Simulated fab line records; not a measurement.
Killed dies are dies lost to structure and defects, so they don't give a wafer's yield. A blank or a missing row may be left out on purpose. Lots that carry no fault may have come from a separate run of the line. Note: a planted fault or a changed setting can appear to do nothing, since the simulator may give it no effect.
Matching of chambers -- flow nand-harc -- NHARC_A_SLIT_ETCH_24 on rie-diel-09 has 4 sister chambers
The step etches the open film in CF4/CHF3, target depth 121 nm, time 60.5 s. 18 wafers are shown with their chamber, then 9 later ones without.

## WAFERS PAIRED WITH THEIR CHAMBERS
wafer,chamber,showerhead-plenum-p-Torr (Torr),drypump-motor-current-A (A),rf-vpp-V (V)
L074.2,1,1.61,5.1,370.4
L074.5,3,1.63,6.6,373.0
L074.6,2,1.47,5.5,367.0
L077.2,3,1.62,6.5,371.3
L077.3,1,1.61,5.2,371.6
L077.6,0,1.50,5.9,367.5
L079.2,1,1.61,5.2,370.9
L079.4,2,1.46,5.5,368.0
L079.6,1,1.61,5.2,372.2
L082.2,1,1.60,5.2,371.0
L082.3,2,1.47,5.5,366.5
L082.5,1,1.60,5.2,372.9
L083.1,0,1.50,6.0,368.3
L083.2,2,1.46,5.5,367.4
L083.3,1,1.60,5.2,370.9
L084.3,2,1.46,5.5,367.2
L084.4,0,1.50,5.9,367.2
L084.5,3,1.62,6.5,372.8

SIGNATURES (means of the wafers above)
reading,chamber 0,chamber 1,chamber 2,chamber 3,scatter within a chamber
showerhead-plenum-p-Torr,1.5000,1.6057,1.4640,1.6233,0.00506
drypump-motor-current-A,5.933,5.186,5.500,6.533,0.0396
rf-vpp-V,367.667,371.414,367.220,372.367,0.764
Rule: for a wafer and a chamber, the distance is found by dividing, reading by reading, the gap between the wafer's reading and the chamber's mean by the reading's scatter, squaring, summing and taking the root. The wafer belongs to the nearest chamber; if the next one is less than 2 further off, it can't be placed. The scatter: the root of (the sum of the squares of (reading less its chamber's mean) over the shown wafers, divided by (wafers less chambers)).

## WAFERS WHOSE CHAMBER IS MISSING
wafer,showerhead-plenum-p-Torr (Torr),drypump-motor-current-A (A),rf-vpp-V (V)
L088.1,1.46,5.5,367.3
L088.4,1.60,5.2,372.5
L088.5,1.46,5.5,367.2
L090.2,1.62,6.6,373.7
L090.3,1.50,5.9,369.3
L090.6,1.46,5.6,368.7
L093.1,1.62,6.5,372.0
L093.2,1.46,5.5,367.3
L093.4,1.60,5.2,370.7

## EACH ONE'S CHAMBER
wafer,from the rows above,in truth
L088.1,2,2
L088.4,1,1
L088.5,2,2
L090.2,3,3
L090.3,0,0
L090.6,2,2
L093.1,3,3
L093.2,2,2
L093.4,1,1
Correct placement for 9 of the 9. Number that these rows cannot place: 0. 0 placed wrongly.
